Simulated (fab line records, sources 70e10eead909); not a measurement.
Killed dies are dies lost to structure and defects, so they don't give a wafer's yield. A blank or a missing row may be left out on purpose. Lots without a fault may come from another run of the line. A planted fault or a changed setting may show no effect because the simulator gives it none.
fab line records | flow nand_harc
record lots=7 wafers=21 last_day=33
route steps=1302 shown A_CHANNEL_FILL_D1@492 A_DECK1_JOINT@518 END@1302
lots that met no fault: from a run of the same line without faults
start_h: hours from the record's first day to the start of the lot's first wafer shown | wait_h: hours since the lot's step before | " the same as in the row above | L1.1+2: a row that stands for several wafers | - no value, or no start given | * or withheld: withheld | < > ~ a bound
route shown NAME@n: a module of which the file shows steps, and the number in the route of the first | usual: mean/standard deviation of fault-free wafers | same: alike in all rows | chamber/n: place in a boat | sites: the reading at each site | _std_site: their standard deviation | _edge_site: outer sites' mean less inner sites' | radius_mm: how far each site lies from the wafer's centre | mask NAME#n: copy n | behind: the tool/chamber that last shaped the wafer | hold: why the lot was held/for how many hours/how that ended | device: the transistor (n, p or np) that didn't switch | end of line: the same wafers' tests at the end of the route | a step without rows: its recipe alone | killed: dies lost to structure and defects at the first sort, not the wafer's yield | map: a wafer's dies, x killed, . not, _ none there
set.NAME: the setting as run; set.NAME@STEP: as run at that earlier step | model.NAME: the simulator's own value behind a step, which no gauge read
lots at some steps of the route; a table a step, a row a wafer
services: from which hour (start_h, from the record's first day; less than 0 if before it) a tool's chamber was out of use, for how many hours, and why
## steps
# step NHARC_A_CHANNEL_FILL_D1_ALD_02
# recipe target_thk_a=60 pulse_time_s=10 ald_cycles=60 temp_c=300 material=SiO2
# step NHARC_A_CHANNEL_FILL_D1_ALD_03
# recipe target_thk_a=60 pulse_time_s=60 ald_cycles=58 temp_c=630 pressure_torr=2 material=SiNx
# step NHARC_A_CHANNEL_FILL_D1_ALD_14
# recipe target_thk_a=25 pulse_time_s=10 ald_cycles=25 temp_c=300 material=SiO2
# step NHARC_A_CHANNEL_FILL_D1_ALD_15
# recipe target_thk_a=20 pulse_time_s=60 ald_cycles=19 temp_c=630 pressure_torr=2 material=SiNx
# step NHARC_A_CHANNEL_FILL_D1_ALD_16
# recipe target_thk_a=15 pulse_time_s=10 ald_cycles=15 temp_c=300 material=SiO2
# step NHARC_A_CHANNEL_FILL_D1_ANNEAL_17
# recipe temp_c=850 time_s=1800
# step NHARC_A_CHANNEL_FILL_D1_CVD_18
# recipe target_thk_a=30 temp_c=550 material=poly-Si
# step NHARC_A_CHANNEL_FILL_D1_ETCHBACK_19
# recipe target_depth_a=50 time_s=1.7 hbr_flow_sccm=150 cl2_flow_sccm=50 rf_w=400 icp_w=400 bias_w=100 chemistry=HBr/Cl2
# usual drypump_motor_current_A=5.4/0.44 oes_product_au=1.000/0.013 throttle_valve_pct=26.406/0.0085
# columns lot.wafer tool chamber start_h wait_h drypump_motor_current_A oes_product_au rf_hours_counter_h throttle_valve_pct
L180.1 rie_si-02 3 216.55 0.4 5.6 0.991 0.8 26.410
L180.2 " 0 " " 5.0 1.015 0.7 26.393
L180.5 " 2 " " 5.1 1.014 - 26.420
L187.4 rie_si-02 3 293.83 0.4 5.6 0.996 0.0 26.392
L187.2 " 0 " " 5.0 0.997 0.0 26.404
L187.5 " 0 " " 5.0 1.005 - 26.402
L191.1 rie_si-03 0 332.72 0.4 5.4 0.984 0.7 26.413
L191.2 " 1 " " 5.5 0.986 0.9 26.409
L191.3 " 2 " " 6.5 0.981 0.9 26.407
L192.2 rie_si-06 2 335.61 0.4 5.2 1.001 0.6 26.411
L192.4 " 3 " " 4.8 1.014 0.5 26.403
L192.3 " 0 " " 5.5 1.019 0.5 26.400
L194.3 rie_si-02 2 356.06 0.4 5.1 1.018 0.3 26.405
L194.1 " 3 " " 5.7 0.998 0.4 26.397
L194.4 " 2 " " 5.1 1.028 - 26.409
L193.3 rie_si-06 3 356.06 0.4 4.8 0.999 0.7 26.405
L193.2 " 2 " " 5.2 0.992 0.7 26.405
L193.5 " 3 " " 4.8 0.994 - 26.415
L201.4 rie_si-02 3 438.82 0.4 5.6 1.021 0.9 26.416
L201.2 " 1 " " 5.2 1.002 0.9 26.420
L201.5 " 0 " " 5.0 1.013 - 26.404
# step NHARC_A_CHANNEL_FILL_D1_ETCHBACK_20
# recipe target_depth_a=270 time_s=13.5 c4f8_flow_sccm=withheld o2_flow_sccm=8 ar_flow_sccm=withheld rf_w=600 bias_w=1500 chemistry=C4F8/O2/Ar
# step NHARC_A_CHANNEL_FILL_D1_STRIP_28
# recipe time_s=20 o2_flow_sccm=500 ar_flow_sccm=0 bias_w=0 chemistry=O2
# usual drypump_motor_current_A=5.81/0.29 mfc_ar_sccm=0.003/0.0069 oes_product_au=1.002/0.013 rf_vpp_V=57.9/0.86 showerhead_plenum_p_Torr=3.54/0.14 throttle_valve_pct=17.036/0.0087
# columns lot.wafer tool chamber start_h wait_h drypump_motor_current_A mfc_ar_sccm oes_product_au rf_hours_counter_h rf_vpp_V showerhead_plenum_p_Torr throttle_valve_pct
L180.2 rie_diel-03 1 216.75 0.1 6.07 0.022 0.963 4.9 59.2 3.58 17.024
L180.1 " 3 " " 5.74 0 1.016 4.1 58.5 3.54 17.032
L180.5 " 0 " " 5.48 0 1.007 - 58.3 3.66 17.034
L187.2 rie_diel-03 1 294.05 0.1 6.11 0.022 1.001 0.0 57.5 3.58 17.039
L187.4 " 3 " " 5.76 0 1.021 0.0 58.1 3.54 17.042
L187.5 " 0 " " 5.51 0 1.008 - 59.1 3.66 17.037
L191.2 rie_diel-03 1 332.93 0.1 6.12 0.022 0.992 1.6 57.2 3.58 17.044
L191.1 " 2 " " 6.22 0 1.000 1.9 56.6 3.54 17.036
L191.3 " 3 " " 5.76 0 1.023 2.0 59.7 3.54 17.046
L192.2 rie_diel-08 1 335.82 0.1 5.47 0 1.012 6.9 57.6 3.57 17.028
L192.3 " 2 " " 5.70 0 0.995 6.8 57.0 3.35 17.034
L192.4 " 0 " " 5.89 0 1.014 7.2 56.8 3.34 17.037
L193.2 rie_diel-08 3 356.28 0.1 5.35 0 1.001 7.9 57.7 3.31 17.041
L193.3 " 0 " " 5.89 0 1.022 7.9 57.6 3.34 17.051
L193.5 " 0 " " 5.87 0 1.015 - 56.7 3.34 17.037
L194.1 rie_diel-03 3 356.31 0.1 5.76 0 1.012 3.1 57.2 3.54 17.040
L194.3 " 0 " " 5.48 0 1.013 3.0 58.6 3.66 17.033
L194.4 " 1 " " 6.10 0.022 0.999 2.7 57.7 3.58 17.039
L201.2 rie_diel-03 2 439.04 0.1 6.21 0 0.998 7.4 57.4 3.54 17.045
L201.4 " 3 " " 5.75 0 1.024 6.8 58.5 3.54 17.039
L201.5 " 2 " " 6.21 0 0.992 - 56.5 3.54 17.034
# step NHARC_A_CHANNEL_FILL_D1_PRECLEAN_21
# recipe time_s=30 chemistry=dHF
# step NHARC_A_CHANNEL_FILL_D1_SRD_23
# step NHARC_A_CHANNEL_FILL_D1_CVD_05
# recipe target_thk_a=50 temp_c=550 material=poly-Si
# usual spike_tc_centre_C=552.0/1.6 spike_tc_lower_C=549.6/1.2 zone_power_bottom_pct=11.4/1.2
# columns lot.wafer tool chamber start_h wait_h spike_tc_centre_C spike_tc_lower_C zone_power_bottom_pct
L180.1 lpcvd_poly-01 0 220.10 3.2 552.3 548.9 13.1
L180.2 " 0 " " 553.5 549.0 13.1
L180.5 " 0 " " 553.6 548.3 13.4
L187.2 lpcvd_poly-02 0 296.51 2.3 551.3 547.4 10.7
L187.4 " 0 " " 553.2 549.7 10.5
L187.5 " 0 " " 553.8 549.5 10.6
L191.1 lpcvd_poly-01 0 335.33 2.3 554.5 550.8 13.3
L191.2 " 0 " " 554.2 548.2 13.3
L191.3 " 0 " " 551.8 548.4 12.9
L192.2 lpcvd_poly-02 0 338.29 2.3 553.0 549.1 10.5
L192.3 " 0 " " 553.4 550.3 10.6
L192.4 " 0 " " 551.4 549.6 10.5
L193.2 lpcvd_poly-02 0 358.75 2.3 552.2 549.0 10.4
L193.3 " 0 " " 553.5 549.7 10.5
L193.5 " 0 " " 552.3 549.4 10.5
L194.1 lpcvd_poly-02 0 358.75 2.3 551.9 548.7 10.4
L194.3 " 0 " " 552.0 548.7 10.4
L194.4 " 0 " " 553.0 550.5 10.5
L201.2 lpcvd_poly-01 0 441.51 2.3 552.2 548.5 13.1
L201.4 " 0 " " 551.6 548.9 13.1
L201.5 " 0 " " 553.3 548.2 13.4
# step NHARC_A_CHANNEL_FILL_D1_ANNEAL_22
# recipe temp_c=620 time_s=7200
# step NHARC_A_CHANNEL_FILL_D1_ALD_25
# recipe target_thk_a=600 pulse_time_s=10 ald_cycles=600 temp_c=300 material=SiOx
# usual heater_power_outer_w=280/36 heater_power_w=495/60 precursor_pulse_height_rel=0.999/0.019
# columns lot.wafer tool chamber start_h wait_h heater_power_outer_w heater_power_w precursor_pulse_height_rel
L180.2 ald_hk-01 0 230.63 0.7 237 414 1.001
L180.1 " 1 " " 287 474 0.962
L180.5 " 0 233.06 3.1 232 420 1.010
L187.2 ald_hk-03 3 306.29 0.1 299 534 1.007
L187.4 " 0 " " 305 528 1.006
L187.5 " 3 308.74 2.5 306 551 0.980
L191.3 ald_hk-03 1 344.78 0.1 229 432 0.997
L191.2 " 2 " " 230 410 0.963
L191.1 " 0 346.62 1.9 309 511 0.996
L192.4 ald_hk-01 2 345.39 0.7 340 598 0.990
L192.2 " 3 " " 297 497 0.993
L192.3 " 0 " " 239 431 1.008
L193.2 ald_hk-02 3 368.68 0.7 294 516 0.962
L193.3 " 0 " " 220 433 0.972
L193.5 " 3 371.10 3.1 285 520 1.008
L194.4 ald_hk-03 3 368.68 0.7 302 541 1.025
L194.3 " 0 " " 300 535 0.997
L194.1 " 1 " " 231 434 0.979
L201.2 ald_hk-03 0 451.13 0.1 287 472 1.021
L201.4 " 2 453.59 2.5 217 398 1.025
L201.5 " 1 457.28 6.2 245 453 1.011
# step NHARC_A_CHANNEL_FILL_D1_ETCHBACK_08
# recipe target_depth_a=2200 time_s=110 c4f8_flow_sccm=20 ar_flow_sccm=withheld rf_w=600 bias_w=300 chemistry=C4F8
# step NHARC_A_CHANNEL_FILL_D1_STRIP_29
# recipe time_s=20 o2_flow_sccm=500 ar_flow_sccm=0 bias_w=0 chemistry=O2
# step NHARC_A_CHANNEL_FILL_D1_PRECLEAN_30
# recipe time_s=30 chemistry=dHF
# step NHARC_A_CHANNEL_FILL_D1_SRD_31
# step NHARC_A_CHANNEL_FILL_D1_CVD_09
# recipe target_thk_a=1500 temp_c=620 pressure_mtorr=200 time_s=3000 material=poly-Si
# step NHARC_A_CHANNEL_FILL_D1_CMP_10
# recipe target_thk_nm=150
# step NHARC_A_CHANNEL_FILL_D1_SRD_12
# step NHARC_A_DECK1_JOINT_ETCHBACK_07
# recipe target_depth_a=1050 time_s=26.9 hbr_flow_sccm=150 rf_w=350 icp_w=350 bias_w=60 chemistry=HBr
# usual drypump_motor_current_A=5.6/0.46 oes_product_au=0.995/0.01 throttle_valve_pct=23.266/0.0087
# columns lot.wafer tool chamber start_h wait_h drypump_motor_current_A oes_product_au rf_hours_counter_h throttle_valve_pct
L180.2 rie_si-04 0 241.91 0.1 5.7 0.990 0.4 23.265
L180.1 " 1 " " 6.2 0.999 0.3 23.258
L180.5 " 3 " " 6.5 0.992 - 23.274
L187.2 rie_si-01 2 318.22 0.1 5.5 1.005 0.8 23.270
L187.4 " 0 " " 6.2 0.988 0.8 23.269
L187.5 " 1 " " 5.2 0.988 - 23.271
L191.2 rie_si-01 3 356.67 0.1 6.2 0.993 1.2 23.260
L191.3 " 0 " " 6.1 0.979 1.0 23.254
L191.1 " 2 " " 5.5 1.000 1.2 23.272
L192.3 rie_si-05 3 356.67 0.1 5.4 0.994 0.2 23.283
L192.2 " 0 " " 4.9 0.986 0.2 23.264
L192.4 " 3 " " 5.3 1.004 - 23.264
L194.4 rie_si-01 1 379.74 0.1 5.2 0.997 0 23.266
L194.1 " 2 " " 5.5 0.996 0 23.243
L194.3 " 3 " " 6.2 1.000 0 23.267
L193.3 rie_si-04 1 379.75 0.1 6.2 1.006 0.3 23.269
L193.2 " 3 " " 6.6 0.982 0.3 23.276
L193.5 " 3 " " 6.5 0.987 - 23.271
L201.4 rie_si-04 0 466.78 0.1 5.7 0.992 0.8 23.263
L201.2 " 2 " " 5.6 0.993 0.7 23.270
L201.5 " 0 " " 5.7 0.991 - 23.265
# step NHARC_A_DECK1_JOINT_ETCH_25
# recipe target_depth_a=5 chemistry=dHF material=SiO2
# step NHARC_A_DECK1_JOINT_ETCH_19
# recipe temp_c=25 target_depth_a=30 chemistry=TMAH material=poly-Si
# step NHARC_A_DECK1_JOINT_ETCH_18
# recipe target_depth_a=30 chemistry=dHF material=SiO2
# step NHARC_A_DECK1_JOINT_WET_08
# recipe temp_c=160 time_s=86 chemistry=H3PO4
# step NHARC_A_DECK1_JOINT_ETCH_09
# recipe target_depth_a=50 chemistry=dHF material=SiO2
# step NHARC_A_DECK1_JOINT_WET_10
# recipe temp_c=160 time_s=86 chemistry=H3PO4
# step NHARC_A_DECK1_JOINT_ETCH_11
# recipe target_depth_a=350 chemistry=dHF material=SiO2
# step NHARC_A_DECK1_JOINT_CVD_12
# recipe target_thk_a=900 temp_c=620 pressure_mtorr=200 time_s=1800 material=poly-Si
# step NHARC_A_DECK1_JOINT_CMP_13
# recipe target_thk_nm=51.023
# usual motor_current_A=12.0/1.1 time_to_endpoint_s=7.7/2.9
# columns lot.wafer tool chamber start_h wait_h motor_current_A time_to_endpoint_s
L180.2 cmp-01 2 252.20 0.4 14.0 5.5
L180.1 " 1 " " 12.6 2.2
L180.5 " 2 " " 14.1 6.9
L187.4 cmp-01 3 328.49 0.4 12.0 8.5
L187.2 " 2 " " 14.9 6.5
L187.5 " 0 " " 13.3 5.0
L192.3 cmp-01 1 366.83 0.4 13.3 2.3
L192.4 " 2 " " 12.8 6.9
L192.2 " 3 " " 11.5 8.9
L191.3 cmp-03 0 366.83 0.4 11.3 6.9
L191.1 " 1 " " 9.7 8.5
L191.2 " 2 " " 11.5 11.4
L193.2 cmp-04 3 389.85 0.4 11.4 7.6
L193.3 " 1 " " 12.6 7.4
L193.5 " 0 " " 11.6 6.6
L194.4 cmp-03 2 389.87 0.4 11.2 11.8
L194.1 " 3 " " 11.2 8.5
L194.3 " 0 " " 11.6 6.0
L201.2 cmp-03 0 477.13 0.4 11.8 1.8
L201.4 " 1 " " 10.1 7.4
L201.5 " 2 " " 11.0 10.4
# step NHARC_A_DECK1_JOINT_THK_MEAS_14
# recipe thk_meas_gauge=ellipsometry
# usual thk_nm=50.7/1.7
# columns lot.wafer tool chamber start_h wait_h thk_nm
L180.1 film_metro-02 - 252.46 0.2 49.5
L180.2 " - " " 50.2
L180.5 " - " " 49.2
L187.2 film_metro-01 - 328.75 0.2 51.1
L187.4 " - " " 51.5
L187.5 " - " " 49.6
L192.2 film_metro-02 - 367.06 0.2 50.7
L192.3 " - " " 47.8
L192.4 " - " " 50.6
L191.1 film_metro-01 - 367.06 0.2 52.7
L191.2 " - " " 54.1
L191.3 " - " " 48.5
L193.2 film_metro-01 - 390.11 0.2 50.9
L193.3 " - " " 52.1
L193.5 " - " " 51.7
L194.1 film_metro-02 - 390.11 0.2 53.5
L194.3 " - " " 48.7
L194.4 " - " " 53.0
L201.2 film_metro-01 - 477.34 0.2 51.1
L201.4 " - " " 50.7
L201.5 " - " " 51.2
# step NHARC_A_DECK1_JOINT_SRD_04
# step NHARC_A_DECK1_JOINT_ETCHBACK_00
# recipe target_depth_a=300 time_s=17.4 hbr_flow_sccm=150 rf_w=350 icp_w=350 bias_w=60 chemistry=HBr
# step NHARC_A_DECK1_JOINT_PRECLEAN_30
# recipe time_s=* temp_c=50 bath_age_min=0 chemistry=SC1
# step NHARC_A_DECK1_JOINT_SRD_31
# step NHARC_A_DECK1_JOINT_CVD_34
# recipe target_thk_a=200 temp_c=700 pressure_mtorr=300 material=SiNx
# step NHARC_END_SORT_01
# recipe temp_c=25
# usual killed_at_array=46/15 killed_at_other=1.0/1.3 killed_at_periphery=4/3 killed_dies=51/15 killed_open=3.2/1.8 killed_short=2.5/1.5
# same gross_dies=677
# columns lot.wafer tool chamber start_h wait_h killed_at_array killed_at_other killed_at_periphery killed_dies killed_open killed_short
L192.2 prober-01 0 685.08 2.8 83 0 3 86 1 2
L192.3 prober-01 0 685.89 3.1 86 0 2 88 4 1
L192.4 prober-01 0 686.69 3.4 96 2 3 101 3 5
L194.1 prober-01 0 698.92 2.5 80 2 9 91 3 3
L194.3 prober-01 0 700.52 3.1 85 5 10 100 5 4
L194.4 prober-01 0 701.32 3.4 91 4 6 101 3 2
L193.2 prober-02 0 699.67 2.8 104 3 8 115 6 2
L193.3 prober-02 0 700.46 3.1 118 2 4 124 1 4
L193.5 prober-02 0 702.05 3.7 110 2 5 117 4 0
# killed by level:class
L192.2 A_CHANNEL_FILL_D1:unspecified=51 A_SLIT:chamber_film_flake=18 A_CHANNEL_HOLE_D1:chamber_film_flake=5 A_CHANNEL_FILL_D2:chamber_film_flake=4 A_CONTACT:chamber_film_flake=2 P_STI:geometric_particle:open=1 P_M1:geometric_particle:short=1 A_CHANNEL_HOLE_D2:geometric_particle:short=1
L192.3 A_CHANNEL_FILL_D1:unspecified=46 A_SLIT:chamber_film_flake=17 A_CONTACT:chamber_film_flake=13 A_CHANNEL_HOLE_D1:chamber_film_flake=3 A_BLC:geometric_particle:open=2 P_BONDPAD:chamber_film_flake=2 A_CHANNEL_FILL_D2:geometric_particle:short=1 A_CHANNEL_FILL_D2:geometric_particle:open=1
L192.4 A_CHANNEL_FILL_D1:unspecified=47 A_SLIT:chamber_film_flake=25 A_CONTACT:chamber_film_flake=9 P_BONDPAD:chamber_film_flake=3 A_CHANNEL_FILL_D2:chamber_film_flake=3 A_CHANNEL_HOLE_D1:geometric_particle:short=2 A_M0:geometric_particle:open=2 A_CHANNEL_HOLE_D1:chamber_film_flake=2
L194.1 A_CHANNEL_FILL_D1:unspecified=50 A_CHANNEL_HOLE_D2:chamber_film_flake=13 P_GATE:chamber_film_flake=6 A_DECK1_JOINT:chamber_film_flake=4 A_CHANNEL_HOLE_D1:chamber_film_flake=3 A_ONON_D2:geometric_particle:short=2 A_M0:geometric_particle:open=2 A_STAIRCASE:chamber_film_flake=2
L193.2 A_CHANNEL_FILL_D1:unspecified=43 A_CHANNEL_HOLE_D1:chamber_film_flake=22 A_SLIT:chamber_film_flake=22 A_CONTACT:chamber_film_flake=5 THIN_TSV:chamber_film_flake=3 A_STAIRCASE:chamber_film_flake=3 A_CHANNEL_HOLE_D2:chamber_film_flake=3 P_GATE:chamber_film_flake=2
L193.3 A_CHANNEL_FILL_D1:unspecified=47 A_CHANNEL_HOLE_D1:chamber_film_flake=38 A_SLIT:chamber_film_flake=20 A_CHANNEL_HOLE_D2:chamber_film_flake=3 A_STAIRCASE:chamber_film_flake=3 A_ONON_D1:geometric_particle:short=2 P_BONDPAD:chamber_film_flake=2 THIN_TSV:chamber_film_flake=2
L194.3 A_CHANNEL_FILL_D1:unspecified=48 A_CHANNEL_HOLE_D2:chamber_film_flake=19 P_GATE:chamber_film_flake=6 A_CHANNEL_HOLE_D1:chamber_film_flake=5 A_SLIT:chamber_film_flake=3 THIN_TSV:chamber_film_flake=3 STARTING-WAFER:geometric_particle:open=2 A_DECK1_JOINT:chamber_film_flake=2
L194.4 A_CHANNEL_FILL_D1:unspecified=50 A_CHANNEL_HOLE_D2:chamber_film_flake=12 A_CHANNEL_HOLE_D1:chamber_film_flake=8 A_SLIT:chamber_film_flake=6 P_ZERO_WELL:chamber_film_flake=4 A_DECK1_JOINT:chamber_film_flake=4 THIN_TSV:chamber_film_flake=4 A_STAIRCASE:chamber_film_flake=3
L193.5 A_CHANNEL_FILL_D1:unspecified=50 A_CHANNEL_HOLE_D1:chamber_film_flake=24 A_SLIT:chamber_film_flake=22 A_CHANNEL_HOLE_D2:chamber_film_flake=4 A_STAIRCASE:chamber_film_flake=3 A_CONTACT:chamber_film_flake=3 A_CHANNEL_HOLE_D1:geometric_particle:open=2 A_DECK1_JOINT:chamber_film_flake=2
# map L192.4 (x killed, . not)
____________.____________
_________......._________
_______..........._______
______x............______
_____x.............._____
____.................____
____..........x......____
___.............x.....___
___........x..........___
__....x.....x...x......__
__..........x.....x....__
_......................._
_...........xx.........._
_.........xx.....x......_
_......x...............x_
_......................._
.........................
....................x..x.
.....................x..x
.....................xxx.
....................xxxx.
_....x.....x.........xxx_
_............x.......xxx_
_................x....x._
_..................xx.xx_
_........x..........xxxx_
__........x...........x__
__....................x__
___.......x...........___
___..........x.x......___
____...x..xx.........____
____x...xxxxxxx......____
_____..xxxxxxxxx...._____
______.xxxxxxxxxx..______
_______xxxxxxxxx.._______
_________xxxxxxx_________
____________x____________
# map L193.3 (x killed, . not)
____________.____________
_________......._________
_______..........._______
______.............______
_____.....x.......x._____
____...............x.____
____.....x...........____
___...................___
___...................___
__.....................__
__....x.......x........__
_......................._
_....x.................._
_x................x....._
_.................x....._
_...............xx.xxxx._
................xxxx.x...
....x...........xxxxx.x..
..x.............x.xxx.xx.
..............x..x.x.xxxx
.................xxxxxx.x
_.................x.xx.x_
_..............xx..xx.xx_
_x................x.x.xx_
_...............x.....xx_
_...............xx..x..x_
__.................xxx.__
__..........x..........__
___............x......___
___..........x........___
____....x.xxxxxx.....____
____.....xxxxxx......____
_____.x.xxxxxxx....._____
______..xxxxxxxx...______
_______xxxxxxxxxx._______
_________xxxxxxx_________
____________x____________
## services
# columns tool chamber start_h hours kind
rie_diel-03 0 192.86 5.1 repair
rie_si-01 - 193.00 9.0 pm
rie_diel-03 0 199.95 7.8 repair
cmp-03 - 203.44 0.3 repair
lpcvd_poly-02 - 208.77 26.0 pm
cmp-03 - 209.53 1.2 repair
ald_hk-03 - 217.11 10.0 pm
rie_si-02 2 217.76 2.9 repair
rie_si-02 - 257.03 0.2 repair
cmp-03 - 260.05 4.0 pm
cmp-03 - 265.16 0.8 repair
rie_si-02 - 277.00 9.0 pm
rie_diel-03 - 281.35 9.0 pm
cmp-01 - 283.52 4.0 pm
rie_si-04 3 287.68 19.4 repair
cmp-01 - 327.42 0.6 repair
cmp-01 - 330.23 0.3 repair
rie_si-04 - 342.00 9.0 pm
rie_si-02 1 352.58 6.0 repair
cmp-03 - 358.05 4.0 pm
rie_si-01 - 370.00 9.0 pm
rie_si-02 - 454.00 9.0 pm
rie_diel-03 - 458.35 9.0 pm
rie_diel-03 3 470.76 16.1 repair
## key
first_sign step=NHARC_END_SORT_01 reading=killed_dies direction=up sigmas=3.5 usual=51 struck=103
effect step=NHARC_END_SORT_01 reading=killed_at_array direction=up sigmas=3.3 usual=46 struck=95
more_kills_born_at NHARC_A_CHANNEL_FILL_D1_CVD_05@lpcvd_poly-02=432
met_at NHARC_A_CHANNEL_FILL_D1_CVD_05
struck_wafers L192.2,L192.3,L192.4,L193.2,L193.3,L193.5,L194.1,L194.3,L194.4
tester_left_out L192,L193,L194
onset_between 296.51 338.29
fault kind=chamber_particle_source tool=lpcvd_poly-02 chamber=- onset_h=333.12 steps=NHARC_A_CHANNEL_FILL_D1_CVD_05 rate_per_visit_cm2=1.7187 end_h=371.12
# tester_left_out: of these lots the tester's yield and bins aren't shown, on N5 and GAA mostly nor the transistor test; their killed dies are dies lost to structure and defects alone, not to doping, threshold or leakage, so they don't give the yield
